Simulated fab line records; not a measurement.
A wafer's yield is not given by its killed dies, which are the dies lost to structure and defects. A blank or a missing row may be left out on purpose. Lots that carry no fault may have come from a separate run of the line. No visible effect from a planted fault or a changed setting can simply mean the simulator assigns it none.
fab line records	flow nandHarc
[record] lots = 24	wafers = 72	lastDay = 25
route steps=1159 shown A_STAIRCASE@707 A_SGD_CUT@763 A_WL_FILL@815
lots that met no fault: taken from a fault-free run of the same line
startH: start of the lot's first displayed wafer, in hours after the record's first day	waitH: hours from the lot's prior step to this one	" identical to the entry in the row above	L1.1+2: a row that stands for several wafers	- no value present, or no start provided	* or withheld: withheld	< > ~ a bound
route shown NAME@n: names a module that has steps shown in the file, with the first one's number in the route	usual: average and standard deviation across the fault-free wafers	same: alike in all rows	chamber/n: place in a boat	sites: the reading at each site	_std_site: their standard deviation	_edge_site: outer sites' mean less inner sites'	radiusMm: for every site, how far away it sits from the centre of the wafer	mask NAME#n: copy n	behind: tool/chamber where the wafer was last shaped	hold: reason for holding the lot/hours on hold/outcome of the hold	device: the transistor (n, p or np) that didn't switch	end of line: the route-end tests of the same wafers	step lacking rows: just its recipe	killed: not the wafer's yield, but the dies lost to structure and defects at the first sort	map: a wafer's dies, marking killed ones x, the rest . and places with no die _
set.NAME: the setting that was run; set.NAME@STEP: the one run at that earlier step	model.NAME: the simulator's own value behind a step, which no gauge read
route steps across a sampled set of lots; one table per step, one row per wafer
services: the hour from which a tool's chamber was out of use, counted from the record's first day as startH (under 0 if before that day), plus the number of hours and why
[[steps]]
[step NHARC_A_STAIRCASE_DEP_151]
[recipe] targetThkA = 38000	tempC = 400	targetThkNm = 3800	teosFlowSccm = 200	rfW = 500	material = SiO2
[usual] heaterPowerW = 635/82
lot.wafer	tool	chamber	startH	waitH	heaterPowerW
L074.3	pecvd-04	1	281.99	0.4	788
L074.2	"	2	"	"	619
L074.5	"	1	"	"	632
L077.3	pecvd-04	1	290.44	0.4	776
L077.2	"	2	"	"	629
L077.6	"	2	"	"	519
L075.3	pecvd-01	1	290.54	0.5	709
L075.2	"	2	"	"	563
L075.4	"	2	"	"	566
L078.3	pecvd-01	2	296.31	0.4	687
L078.1	"	0	"	"	674
L078.5	"	2	"	"	570
L076.3	pecvd-04	1	296.34	0.4	718
L076.1	"	0	"	"	663
L076.6	"	1	"	"	636
L079.1	pecvd-04	1	311.78	0.4	687
L079.5	"	1	"	"	606
L079.6	"	2	"	"	510
L083.1	pecvd-02	1	325.75	0.4	705
L083.2	"	2	"	"	829
L083.6	"	2	"	"	712
L084.3	pecvd-01	1	325.91	0.5	810
L084.6	"	1	"	"	644
L084.4	"	2	"	"	542
L080.5	pecvd-04	0	326.05	0.7	563
L080.6	"	1	"	"	646
L080.4	"	2	"	"	514
L082.1	pecvd-02	1	326.41	1.1	708
L082.5	"	0	"	"	540
L082.4	"	1	"	"	571
L081.3	pecvd-02	1	332.32	0.5	628
L081.4	"	0	"	"	558
L081.6	"	1	"	"	558
L086.3	pecvd-01	2	351.79	0.4	622
L086.2	"	0	"	"	637
L086.5	"	2	"	"	536
L085.2	pecvd-02	1	355.28	0.4	630
L085.3	"	0	"	"	701
L085.6	"	0	"	"	559
L087.5	pecvd-04	2	355.56	0.7	523
L087.4	"	0	"	"	566
L087.6	"	1	"	"	629
L088.2	pecvd-02	1	363.09	0.6	637
L088.4	"	0	"	"	548
L088.5	"	1	"	"	574
L089.3	pecvd-04	2	373.40	0.4	515
L089.1	"	1	"	"	629
L089.4	"	2	"	"	514
L091.5	pecvd-02	0	373.68	0.7	570
L091.4	"	1	"	"	581
L091.6	"	2	"	"	731
L090.3	pecvd-02	2	380.25	0.4	752
L090.6	"	2	"	"	712
L090.5	"	0	"	"	554
L092.3	pecvd-01	1	380.46	0.6	711
L092.4	"	2	"	"	570
L092.6	"	0	"	"	582
L094.4	pecvd-04	2	391.27	0.7	537
L094.5	"	0	"	"	537
L094.6	"	1	"	"	602
L093.3	pecvd-01	1	396.83	0.5	642
L093.1	"	2	"	"	651
L093.4	"	1	"	"	634
L095.1	pecvd-04	0	405.10	0.4	640
L095.6	"	0	"	"	528
L095.5	"	2	"	"	536
L097.3	pecvd-01	2	415.84	0.4	664
L097.1	"	0	"	"	710
L097.6	"	1	"	"	659
L096.2	pecvd-02	1	420.62	0.4	700
L096.1	"	0	"	"	712
L096.4	"	0	"	"	549
[step NHARC_A_STAIRCASE_STRIP_446]
[recipe] powerW = 1500	tempC = 250	chemistry = O2
[usual] drypumpMotorCurrentA = 5.5/0.35	heaterPowerW = 359/33	rfReflPowerW = 13.6/1.1	tempC = 250.00/0.17
lot.wafer	tool	chamber	startH	waitH	drypumpMotorCurrentA	heaterPowerW	rfHoursCounterH	rfReflPowerW	tempC
L074.2	plasmaAsher-01	0	310.66	0.1	5.0	408	9	13.9	250.14
L074.3	"	1	"	"	5.4	332	-	14.7	249.98
L074.5	"	1	"	"	5.4	336	-	14.2	250.16
L075.2	plasmaAsher-02	0	316.61	0.0	5.8	352	45	14.4	249.72
L075.3	"	0	"	"	5.8	360	-	14.9	249.94
L075.4	"	1	"	"	5.9	315	-	11.8	250.01
L077.2	plasmaAsher-01	0	316.88	0.1	5.0	407	10	-	249.82
L077.3	"	1	"	"	5.4	335	-	-	250.00
L077.6	"	0	"	"	5.0	412	-	-	249.89
L078.1	plasmaAsher-02	1	321.60	0.1	5.9	331	46	11.6	250.28
L078.3	"	0	"	"	5.8	350	-	13.6	249.97
L078.5	"	0	"	"	5.8	354	-	14.6	250.11
L076.1	plasmaAsher-01	0	321.73	0.0	5.0	403	11	-	249.86
L076.3	"	1	"	"	5.4	342	-	-	249.83
L076.6	"	1	"	"	5.4	331	-	-	250.11
L079.1	plasmaAsher-01	0	340.91	0.0	5.0	404	18	13.8	250.03
L079.5	"	0	"	"	5.0	403	-	14.1	249.99
L079.6	"	1	"	"	5.4	341	-	13.5	250.00
L080.4	plasmaAsher-01	0	356.38	0.2	5.0	396	-	13.6	250.03
L080.6	"	1	"	"	5.4	334	-	13.9	249.93
L080.5	"	0	"	"	5.0	403	-	14.0	249.99
L084.3	plasmaAsher-02	1	356.53	0.1	5.9	326	-	-	250.20
L084.4	"	0	"	"	5.8	357	-	-	249.75
L084.6	"	0	"	"	5.8	358	-	-	250.00
L083.1	plasmaAsher-01	0	356.55	0.0	5.0	398	24	14.5	250.38
L083.2	"	1	"	"	5.4	334	24	13.7	249.91
L083.6	"	1	"	"	5.4	336	-	12.7	250.03
L082.1	plasmaAsher-02	1	357.91	0.0	5.9	321	59	12.1	249.89
L082.4	"	0	"	"	5.8	355	-	15.2	249.98
L082.5	"	1	"	"	5.9	317	-	12.4	249.94
L081.3	plasmaAsher-01	1	361.04	0.1	5.4	335	-	-	250.05
L081.4	"	0	"	"	5.0	413	-	-	250.15
L081.6	"	1	"	"	5.3	336	-	-	250.10
L086.2	plasmaAsher-01	0	380.40	0.1	5.0	411	36	13.9	250.08
L086.3	"	1	"	"	5.4	337	-	13.5	250.14
L086.5	"	0	"	"	5.0	412	-	13.9	249.80
L087.4	plasmaAsher-02	0	380.45	0.3	5.8	360	-	14.3	250.08
L087.5	"	1	"	"	5.9	332	-	11.1	249.97
L087.6	"	0	"	"	5.8	353	-	15.1	250.02
L085.2	plasmaAsher-02	0	380.64	0.3	5.8	360	2	-	250.03
L085.3	"	1	"	"	5.9	340	-	-	249.85
L085.6	"	1	"	"	5.9	329	-	-	249.82
L088.2	plasmaAsher-01	0	391.92	0.1	5.0	404	41	14.0	250.09
L088.4	"	1	"	"	5.4	326	-	14.2	249.73
L088.5	"	1	"	"	5.4	338	-	14.6	250.08
L089.1	plasmaAsher-02	0	403.84	0.1	5.8	357	7	14.8	249.96
L089.4	"	1	"	"	5.9	323	-	11.7	250.04
L089.3	"	0	"	"	5.8	349	-	14.1	250.15
L091.4	plasmaAsher-01	0	403.91	0.2	5.0	416	-	-	249.70
L091.5	"	1	"	"	5.4	333	-	-	250.32
L091.6	"	0	"	"	5.0	404	-	-	249.67
L092.4	plasmaAsher-01	0	408.71	0.4	5.0	400	-	14.9	249.97
L092.3	"	1	"	"	5.4	339	-	13.7	250.13
L092.6	"	0	"	"	5.0	400	-	13.9	250.22
L090.3	plasmaAsher-01	1	409.04	0.5	5.4	336	-	13.1	250.12
L090.5	"	0	"	"	5.0	401	-	13.7	249.99
L090.6	"	1	"	"	5.4	342	-	13.8	249.88
L093.1	plasmaAsher-01	1	418.33	0.1	5.4	338	52	-	250.10
L093.4	"	0	"	"	5.0	408	-	-	250.04
L093.3	"	1	"	"	5.4	337	-	-	250.26
L094.4	plasmaAsher-02	1	418.54	0.1	5.9	320	-	11.5	249.91
L094.6	"	1	"	"	5.9	336	-	11.5	249.95
L094.5	"	0	"	"	5.8	350	-	14.8	249.90
L095.1	plasmaAsher-01	1	433.60	0.3	5.4	338	58	-	250.14
L095.6	"	1	"	"	5.4	343	-	-	250.13
L095.5	"	0	"	"	5.0	404	-	-	249.89
L097.1	plasmaAsher-02	1	446.05	0.1	5.9	334	22	-	249.91
L097.3	"	1	"	"	5.9	326	-	-	250.05
L097.6	"	0	"	"	5.8	356	-	-	250.40
L096.2	plasmaAsher-02	1	452.64	0.0	5.9	332	23	-	249.81
L096.1	"	0	"	"	5.7	358	23	-	249.84
L096.4	"	1	"	"	5.9	326	-	-	249.80
[step NHARC_A_SGD_CUT_ETCH_59]
[recipe] targetDepthA = 2600	overEtchFrac = 0.25	timeS = 406.25	ionEnergyEv = 200	n2FlowSccm = 150	h2FlowSccm = 150	arFlowSccm = 0	rfW = 400	biasW = 150	chemistry = N2/H2
[usual] drypumpMotorCurrentA = 5.5/0.53	oesProductAu = 0.998/0.01	rfVppV = 431.1/2.2	showerheadPlenumPTorr = 2.06/0.077	throttleValvePct = 14.171/0.009
[same] overEtchFrac = 0.25	timeS = 406.25
lot.wafer	tool	chamber	startH	waitH	drypumpMotorCurrentA	oesProductAu	rfHoursCounterH	rfVppV	showerheadPlenumPTorr	throttleValvePct
L074.2	rieDiel-04	0	-	-	5.5	0.983	2	432.6	2.11	14.192
L074.3	"	2	"	"	4.8	0.998	2	428.7	1.95	14.162
L074.5	"	3	"	"	5.6	0.986	-	430.5	2.01	14.182
L075.2	rieDiel-04	3	-	-	5.6	0.996	3	430.6	2.01	14.166
L075.3	"	0	"	"	5.5	0.990	3	432.1	2.11	14.165
L075.4	"	1	"	"	6.0	0.986	2	433.0	2.09	14.171
L077.3	rieDiel-06	2	-	-	5.7	0.996	4	428.9	2.01	14.174
L077.2	"	0	"	"	5.1	0.998	4	433.7	2.19	14.160
L077.6	"	1	"	"	4.8	1.010	-	431.6	2.15	14.166
L078.3	rieDiel-04	0	-	-	5.5	0.994	4	431.0	2.11	14.164
L078.1	"	2	"	"	4.8	0.987	3	430.0	1.95	14.179
L078.5	"	3	"	"	5.6	0.996	-	429.6	2.01	14.185
L076.1	rieDiel-10	2	-	-	6.3	0.992	15	429.0	1.97	14.181
L076.3	"	3	"	"	5.4	1.026	14	429.3	2.00	14.173
L076.6	"	1	"	"	4.6	0.991	-	434.2	2.16	14.165
L079.1	rieDiel-06	2	-	-	5.7	1.008	5	430.6	2.01	14.177
L079.5	"	3	"	"	6.4	0.997	-	430.2	2.03	14.166
L079.6	"	0	"	"	5.1	0.997	-	434.5	2.18	14.178
L080.4	rieDiel-06	0	-	-	5.1	1.005	7	435.0	2.18	14.168
L080.6	"	1	"	"	4.8	0.999	-	433.7	2.15	14.166
L080.5	"	2	"	"	5.7	1.010	-	428.5	2.01	14.186
L082.1	rieDiel-04	3	-	-	5.6	1.006	8	430.5	2.01	14.162
L082.4	"	0	"	"	5.5	1.007	8	431.8	2.11	14.167
L082.5	"	3	"	"	5.6	0.998	-	430.0	2.01	14.164
L084.3	rieDiel-06	2	-	-	5.7	0.999	6	429.7	2.01	14.188
L084.4	"	3	"	"	6.4	0.993	7	430.3	2.03	14.167
L084.6	"	0	"	"	5.2	0.993	-	433.8	2.18	14.158
L083.2	rieDiel-06	1	-	-	4.8	0.995	7	433.1	2.15	14.178
L083.1	"	0	"	"	5.1	0.999	7	434.7	2.18	14.172
L083.6	"	1	"	"	4.8	0.999	-	432.9	2.15	14.170
L081.4	rieDiel-04	0	-	-	5.5	0.990	8	431.2	2.11	14.173
L081.3	"	1	"	"	6.0	1.008	7	430.6	2.09	14.168
L081.6	"	3	"	"	5.6	0.998	-	430.3	2.01	14.179
L087.4	rieDiel-06	0	-	-	5.1	1.003	9	434.0	2.18	14.167
L087.6	"	1	"	"	4.8	1.004	-	433.3	2.15	14.171
L087.5	"	2	"	"	5.7	1.006	-	429.3	2.01	14.173
L086.3	rieDiel-10	3	-	-	5.4	0.995	3	428.9	2.00	14.179
L086.2	"	0	"	"	5.5	0.974	2	431.2	2.03	14.155
L086.5	"	2	"	"	6.3	0.988	-	428.0	1.97	14.169
L085.3	rieDiel-04	2	-	-	4.8	0.992	9	428.1	1.95	14.171
L085.2	"	3	"	"	5.6	0.999	10	430.0	2.00	14.179
L085.6	"	0	"	"	5.5	0.990	-	433.4	2.11	14.164
L088.4	rieDiel-10	0	-	-	5.5	0.988	3	431.0	2.03	14.174
L088.2	"	1	"	"	4.6	1.009	3	433.5	2.16	14.178
L088.5	"	3	"	"	5.4	1.010	-	428.4	1.99	14.156
L091.4	rieDiel-06	2	-	-	5.7	0.997	10	429.0	2.01	14.181
L091.6	"	1	"	"	4.8	1.003	-	433.8	2.15	14.173
L091.5	"	2	"	"	5.7	1.007	-	429.2	2.01	14.156
L089.1	rieDiel-04	3	-	-	5.6	0.988	12	429.2	2.00	14.189
L089.4	"	1	"	"	6.1	0.999	11	430.6	2.09	14.169
L089.3	"	2	"	"	4.9	0.991	11	427.4	1.95	14.176
L092.3	rieDiel-06	0	-	-	5.1	0.993	10	434.7	2.18	14.177
L092.4	"	3	"	"	6.4	0.999	10	431.1	2.03	14.153
L092.6	"	1	"	"	4.8	0.997	-	432.3	2.15	14.180
L090.3	rieDiel-10	1	-	-	4.7	1.030	6	433.9	2.16	14.157
L090.5	"	2	"	"	6.3	0.989	-	428.4	1.97	14.172
L090.6	"	3	"	"	5.4	1.005	-	429.4	1.99	14.188
L093.4	rieDiel-04	3	-	-	5.6	0.988	14	430.6	2.00	14.165
L093.1	"	0	"	"	5.5	0.998	14	431.0	2.11	14.160
L093.3	"	1	"	"	6.1	0.990	12	430.2	2.09	14.190
L094.4	rieDiel-10	0	-	-	5.5	0.996	7	430.1	2.03	14.186
L094.6	"	3	"	"	5.4	1.007	-	429.2	1.99	14.173
L094.5	"	0	"	"	5.5	0.995	-	430.8	2.03	14.155
L095.1	rieDiel-10	2	-	-	6.3	0.986	9	427.8	1.96	14.175
L095.5	"	0	"	"	5.6	0.993	-	429.6	2.03	14.165
L095.6	"	1	"	"	4.6	1.016	-	434.6	2.16	14.179
L097.1	rieDiel-06	1	-	-	4.8	1.030	1	432.6	2.15	14.161
L097.3	"	2	"	"	5.7	1.007	1	429.7	2.01	14.167
L097.6	"	1	"	"	4.8	1.021	-	435.3	2.15	14.176
L096.1	rieDiel-10	2	-	-	6.3	0.993	11	428.1	1.96	14.161
L096.2	"	0	"	"	5.5	0.984	10	429.0	2.03	14.187
L096.4	"	1	"	"	4.6	1.023	10	433.6	2.16	14.168
[step NHARC_A_SGD_CUT_ETCHBACK_24]
[recipe] targetDepthA = 500	overEtchFrac = 0.3	timeS = 92.857	ionEnergyEv = 120	ch3fFlowSccm = 50	o2FlowSccm = 30	arFlowSccm = 200	rfW = 500	biasW = 100	chemistry = CH3F/O2
[usual] drypumpMotorCurrentA = 5.5/0.56	oesProductAu = 0.97/0.032	rfVppV = 244.7/1.3	showerheadPlenumPTorr = 2.48/0.086	throttleValvePct = 20.663/0.01
[same] overEtchFrac = 0.3	timeS = 92.857
lot.wafer	tool	chamber	startH	waitH	drypumpMotorCurrentA	oesProductAu	rfHoursCounterH	rfVppV	showerheadPlenumPTorr	throttleValvePct
L074.3	rieDiel-10	2	320.98	0.1	6.3	1.00	14	243.8	2.38	20.662
L074.2	"	3	"	"	5.4	1.02	14	244.4	2.41	20.678
L074.5	"	3	"	"	5.4	1.02	-	243.3	2.41	20.663
L075.4	rieDiel-06	3	326.19	0.2	6.4	0.95	4	243.4	2.45	20.674
L075.2	"	0	"	"	5.1	0.97	5	246.0	2.62	20.681
L075.3	"	1	"	"	4.8	0.98	5	246.2	2.59	20.670
L077.3	rieDiel-04	2	326.26	0.2	4.8	0.98	3	243.2	2.35	20.661
L077.2	"	3	"	"	5.6	0.98	4	244.7	2.42	20.668
L077.6	"	0	"	"	5.5	0.97	-	245.2	2.54	20.679
L078.3	rieDiel-04	0	333.26	0.1	5.5	0.91	4	245.5	2.54	20.679
L078.1	"	1	"	"	6.1	0.93	3	246.3	2.51	20.668
L078.5	"	1	"	"	6.1	0.92	-	244.9	2.51	20.679
L076.1	rieDiel-06	2	333.33	0.2	5.7	1.00	5	244.8	2.43	20.661
L076.3	"	3	"	"	6.5	0.99	5	244.1	2.45	20.655
L076.6	"	3	"	"	6.4	0.98	-	244.5	2.45	20.671
L079.1	rieDiel-06	2	352.47	0.2	5.7	0.93	6	243.8	2.43	20.650
L079.5	"	0	"	"	5.1	0.92	-	245.7	2.62	20.656
L079.6	"	1	"	"	4.8	0.92	-	244.7	2.59	20.677
L080.4	rieDiel-06	1	366.53	0.2	4.8	0.93	8	248.2	2.59	20.661
L080.5	"	2	"	"	5.7	0.92	-	244.2	2.43	20.656
L080.6	"	3	"	"	6.4	0.93	-	244.8	2.45	20.657
L082.1	rieDiel-10	0	366.66	0.2	5.5	0.99	0	245.1	2.45	20.663
L082.4	"	1	"	"	4.7	1.02	0	246.4	2.60	20.659
L082.5	"	2	"	"	6.3	0.99	-	243.1	2.38	20.673
L084.3	rieDiel-04	0	366.80	0.2	5.5	1.00	8	245.3	2.54	20.642
L084.4	"	1	"	"	6.0	0.99	7	246.1	2.51	20.667
L084.6	"	3	"	"	5.6	1.00	-	243.8	2.42	20.653
L083.2	rieDiel-06	1	366.94	0.2	4.8	0.94	8	246.7	2.59	20.671
L083.1	"	0	"	"	5.1	0.94	8	247.6	2.62	20.658
L083.6	"	2	"	"	5.7	0.93	-	245.5	2.43	20.655
L081.4	rieDiel-06	0	370.82	0.2	5.1	1.00	8	246.1	2.62	20.660
L081.3	"	1	"	"	4.8	1.00	8	245.8	2.59	20.657
L081.6	"	2	"	"	5.7	0.99	-	245.3	2.43	20.667
L085.3	rieDiel-06	0	389.91	0.1	5.1	0.99	9	247.0	2.62	20.677
L085.2	"	2	"	"	5.7	1.00	8	243.4	2.43	20.666
L085.6	"	0	"	"	5.1	0.99	-	247.4	2.62	20.673
L086.3	rieDiel-10	0	389.95	0.2	5.5	0.92	2	244.6	2.45	20.665
L086.2	"	1	"	"	4.7	0.95	3	247.1	2.60	20.645
L086.5	"	2	"	"	6.3	0.91	-	242.2	2.38	20.673
L087.4	rieDiel-04	1	390.11	0.2	6.0	0.99	10	244.4	2.51	20.672
L087.5	"	2	"	"	4.8	0.99	-	243.3	2.35	20.650
L087.6	"	3	"	"	5.6	0.99	-	243.9	2.42	20.653
L088.4	rieDiel-04	2	403.34	0.1	4.9	0.99	11	243.7	2.35	20.661
L088.2	"	3	"	"	5.6	0.99	12	245.2	2.42	20.656
L088.5	"	2	"	"	4.8	0.99	-	243.3	2.35	20.668
L089.1	rieDiel-10	2	413.61	0.1	6.3	0.99	7	243.4	2.37	20.648
L089.4	"	3	"	"	5.4	0.99	7	244.3	2.41	20.661
L089.3	"	0	"	"	5.6	0.98	6	244.4	2.45	20.661
L091.4	rieDiel-06	1	413.64	0.2	4.8	0.93	10	245.2	2.59	20.667
L091.5	"	2	"	"	5.7	0.93	-	244.3	2.43	20.666
L091.6	"	3	"	"	6.4	0.92	-	245.1	2.45	20.664
L092.4	rieDiel-04	1	418.29	0.2	6.0	1.00	12	244.7	2.51	20.657
L092.3	"	2	"	"	4.9	0.97	13	243.8	2.35	20.667
L092.6	"	0	"	"	5.5	0.98	-	245.8	2.54	20.658
L090.3	rieDiel-10	0	418.30	0.2	5.6	0.93	6	244.6	2.45	20.678
L090.5	"	1	"	"	4.7	0.95	-	246.6	2.60	20.670
L090.6	"	2	"	"	6.3	0.92	-	243.8	2.37	20.669
L093.4	rieDiel-06	0	427.83	0.1	5.1	1.01	0	246.6	2.62	20.675
L093.1	"	1	"	"	4.8	1.01	0	246.9	2.59	20.666
L093.3	"	2	"	"	5.7	1.00	0	243.5	2.43	20.644
L094.4	rieDiel-10	3	427.87	0.2	5.4	0.96	8	244.1	2.41	20.673
L094.5	"	0	"	"	5.5	0.95	-	244.1	2.45	20.676
L094.6	"	1	"	"	4.7	0.98	-	246.7	2.60	20.654
L095.1	rieDiel-04	1	444.40	0.2	6.1	0.99	14	246.8	2.51	20.676
L095.5	"	2	"	"	4.8	0.98	-	243.3	2.35	20.661
L095.6	"	3	"	"	5.6	0.98	-	243.5	2.42	20.650
L097.3	rieDiel-06	1	456.15	0.2	4.8	0.94	2	246.1	2.59	20.656
L097.1	"	3	"	"	6.4	0.93	2	244.1	2.45	20.666
L097.6	"	2	"	"	5.7	0.92	-	245.2	2.43	20.686
L096.1	rieDiel-04	1	462.64	0.2	6.0	1.00	15	243.5	2.51	20.670
L096.4	"	2	"	"	4.8	0.98	16	242.2	2.35	20.687
L096.2	"	3	"	"	5.6	1.00	17	244.5	2.42	20.664
[step NHARC_A_SGD_CUT_INSPECT_25]
[usual] rawDefectCount = 315/79
lot.wafer	tool	chamber	startH	waitH	rawDefectCount
L074.2	defectInspect-01	-	321.23	-	331
L074.3	"	-	"	"	297
L074.5	"	-	"	"	337
L075.2	defectInspect-01	-	326.42	-	267
L075.3	"	-	"	"	383
L075.4	"	-	"	"	439
L077.2	defectInspect-02	-	326.47	-	233
L077.3	"	-	"	"	218
L077.6	"	-	"	"	207
L078.1	defectInspect-02	-	333.50	-	409
L078.3	"	-	"	"	245
L078.5	"	-	"	"	378
L076.1	defectInspect-02	-	333.57	-	317
L076.3	"	-	"	"	419
L076.6	"	-	"	"	303
L079.1	defectInspect-02	-	352.68	-	423
L079.5	"	-	"	"	349
L079.6	"	-	"	"	341
L080.4	defectInspect-02	-	366.72	-	223
L080.5	"	-	"	"	225
L080.6	"	-	"	"	250
L082.1	defectInspect-02	-	366.87	-	221
L082.4	"	-	"	"	199
L082.5	"	-	"	"	263
L084.3	defectInspect-01	-	367.03	-	314
L084.4	"	-	"	"	345
L084.6	"	-	"	"	324
L083.1	defectInspect-02	-	367.18	-	225
L083.2	"	-	"	"	328
L083.6	"	-	"	"	325
L081.3	defectInspect-01	-	371.04	-	229
L081.4	"	-	"	"	243
L081.6	"	-	"	"	321
L085.2	defectInspect-01	-	390.15	-	336
L085.3	"	-	"	"	334
L085.6	"	-	"	"	502
L086.2	defectInspect-02	-	390.17	-	221
L086.3	"	-	"	"	232
L086.5	"	-	"	"	274
L087.4	defectInspect-01	-	390.31	-	325
L087.5	"	-	"	"	452
L087.6	"	-	"	"	384
L088.2	defectInspect-02	-	403.57	-	373
L088.4	"	-	"	"	463
L088.5	"	-	"	"	249
L091.4	defectInspect-01	-	413.84	-	293
L091.5	"	-	"	"	313
L091.6	"	-	"	"	263
L089.1	defectInspect-02	-	413.86	-	336
L089.3	"	-	"	"	546
L089.4	"	-	"	"	449
L090.3	defectInspect-01	-	418.50	-	349
L090.5	"	-	"	"	285
L090.6	"	-	"	"	287
L092.3	defectInspect-02	-	418.50	-	214
L092.4	"	-	"	"	154
L092.6	"	-	"	"	272
L093.1	defectInspect-02	-	428.06	-	290
L093.3	"	-	"	"	309
L093.4	"	-	"	"	277
L094.4	defectInspect-01	-	428.08	-	295
L094.5	"	-	"	"	299
L094.6	"	-	"	"	269
L095.1	defectInspect-01	-	445.09	-	423
L095.5	"	-	"	"	347
L095.6	"	-	"	"	294
L097.1	defectInspect-02	-	456.39	-	253
L097.3	"	-	"	"	281
L097.6	"	-	"	"	399
L096.1	defectInspect-01	-	462.91	-	272
L096.2	"	-	"	"	491
L096.4	"	-	"	"	437
[step NHARC_A_WL_FILL_ETCHBACK_05]
[recipe] targetDepthA = 220	timeS = 60	tempC = 40	chemistry = Cl2/BCl3
[usual] drypumpMotorCurrentA = 6.0/0.35	oesProductAu = 0.993/0.012	tempC = 39.98/0.1
[same] timeS = 60
lot.wafer	tool	chamber	startH	waitH	drypumpMotorCurrentA	oesProductAu	rfHoursCounterH	tempC
L074.2	rieMetal-03	1	340.08	0.2	6.0	1.001	1.7	40.05
L074.3	"	0	"	"	5.5	0.998	-	40.07
L074.5	"	1	"	"	6.0	1.002	-	39.94
L075.2	rieMetal-03	0	346.91	0.2	5.5	0.991	1.9	40.01
L075.3	"	1	"	"	6.0	1.001	-	39.85
L075.4	"	0	"	"	5.5	0.990	-	40.01
L077.2	rieMetal-02	0	347.15	0.2	6.6	0.985	3.9	40.09
L077.3	"	1	"	"	6.2	0.967	-	40.02
L077.6	"	1	"	"	6.3	0.968	-	40.16
L078.1	rieMetal-03	0	354.74	0.2	5.5	0.996	2.1	39.97
L078.3	"	0	"	"	5.5	0.999	-	40.02
L078.5	"	0	"	"	5.5	0.992	-	40.09
L076.1	rieMetal-02	0	355.94	0.2	6.5	0.991	4.3	39.81
L076.3	"	1	"	"	6.2	0.971	-	39.74
L076.6	"	1	"	"	6.2	0.977	-	39.79
L079.1	rieMetal-03	0	374.35	0.2	5.5	0.989	2.7	39.85
L079.5	"	0	"	"	5.5	0.987	-	39.88
L079.6	"	1	"	"	6.0	1.008	-	40.16
L084.4	rieMetal-01	1	385.38	0.2	6.2	0.996	-	40.27
L084.3	"	0	"	"	6.4	1.007	-	39.89
L084.6	"	0	"	"	6.3	1.016	-	39.91
L080.4	rieMetal-01	1	388.26	0.2	6.2	0.990	-	40.13
L080.6	"	0	"	"	6.2	1.012	-	39.81
L080.5	"	1	"	"	6.2	0.982	-	39.89
L082.1	rieMetal-01	1	391.02	0.2	6.1	0.988	1.5	39.99
L082.4	"	1	"	"	6.2	0.995	-	40.00
L082.5	"	0	"	"	6.2	1.020	-	39.85
L083.2	rieMetal-03	1	393.84	0.2	6.0	1.018	3.4	40.01
L083.1	"	0	"	"	5.5	0.980	3.4	40.12
L083.6	"	0	"	"	5.5	0.983	-	40.08
L081.3	rieMetal-01	1	396.70	0.1	6.2	0.983	-	40.11
L081.4	"	0	"	"	6.2	1.008	-	40.13
L081.6	"	0	"	"	6.2	1.019	-	40.04
L086.2	rieMetal-02	0	409.58	0.2	6.5	0.977	0.4	39.94
L086.3	"	0	"	"	6.5	0.976	-	39.93
L086.5	"	0	"	"	6.5	0.979	-	40.02
L085.2	rieMetal-01	1	412.40	0.2	6.2	1.003	2.3	39.81
L085.3	"	1	"	"	6.1	0.993	-	39.94
L085.6	"	0	"	"	6.3	1.008	-	39.99
L087.4	rieMetal-02	0	412.42	0.1	6.5	0.982	-	40.01
L087.5	"	0	"	"	6.5	0.981	-	39.96
L087.6	"	1	"	"	6.2	0.992	-	39.99
L088.2	rieMetal-03	0	422.97	0.3	5.5	0.983	-	40.02
L088.4	"	0	"	"	5.5	0.991	-	40.06
L088.5	"	0	"	"	5.5	0.990	-	40.04
L091.4	rieMetal-03	0	435.60	0.2	5.5	0.985	-	39.91
L091.5	"	0	"	"	5.6	0.975	-	39.96
L091.6	"	0	"	"	5.6	0.982	-	39.97
L089.1	rieMetal-02	1	437.79	0.2	6.3	0.989	1.2	40.09
L089.4	"	0	"	"	6.5	0.986	-	40.02
L089.3	"	1	"	"	6.2	0.984	-	40.13
L092.4	rieMetal-03	0	441.58	0.2	5.6	0.981	-	39.83
L092.3	"	1	"	"	6.0	0.992	-	39.83
L092.6	"	1	"	"	6.0	1.000	-	39.95
L090.3	rieMetal-02	1	441.73	0.2	6.3	0.998	-	40.02
L090.5	"	1	"	"	6.3	0.992	-	40.12
L090.6	"	0	"	"	6.5	1.003	-	39.90
L094.4	rieMetal-02	1	447.41	0.1	6.2	0.986	-	40.02
L094.6	"	1	"	"	6.3	0.982	-	39.97
L094.5	"	0	"	"	6.5	0.983	-	39.89
L093.1	rieMetal-03	0	450.12	0.2	5.5	0.988	5.8	40.07
L093.4	"	0	"	"	5.6	0.988	-	40.06
L093.3	"	1	"	"	6.0	0.996	-	40.03
L095.1	rieMetal-03	0	466.25	0.2	5.5	0.989	0.1	39.85
L095.5	"	1	"	"	6.0	0.983	-	39.93
L095.6	"	0	"	"	5.5	0.990	-	39.96
L097.1	rieMetal-03	1	476.22	0.2	6.0	0.985	0.4	40.04
L097.3	"	0	"	"	5.5	0.983	-	39.91
L097.6	"	1	"	"	6.0	0.978	-	40.08
L096.1	rieMetal-02	1	485.47	0.2	6.2	0.995	2.5	39.93
L096.2	"	0	"	"	6.5	0.986	2.5	39.91
L096.4	"	1	"	"	6.2	0.995	-	39.88
[[services]]
tool	chamber	startH	hours	kind
plasmaAsher-01	-	276.00	9.0	pm
rieMetal-03	-	276.00	9.0	pm
rieDiel-04	3	279.05	5.2	repair
rieDiel-06	-	280.99	0.3	repair
rieDiel-06	2	282.69	6.6	repair
rieDiel-04	2	287.36	3.3	repair
rieDiel-04	-	288.99	9.0	pm
rieDiel-10	3	304.42	5.9	repair
rieDiel-04	2	318.05	1.9	repair
rieDiel-10	1	330.74	1.6	repair
pecvd-02	-	334.07	13.0	pm
rieDiel-04	3	349.22	6.0	repair
rieDiel-10	-	353.50	9.0	pm
plasmaAsher-02	-	360.00	9.0	pm
pecvd-04	-	376.11	13.0	pm
rieDiel-06	-	379.04	0.3	repair
plasmaAsher-02	-	389.79	7.0	repair
pecvd-04	0	416.91	15.0	repair
rieDiel-06	-	418.20	9.0	pm
rieMetal-03	1	420.16	16.4	repair
rieMetal-03	-	453.00	9.0	pm
plasmaAsher-01	-	453.07	9.0	pm
rieDiel-10	0	461.03	11.3	repair
rieDiel-04	-	465.99	9.0	pm
[[key]]
fault none
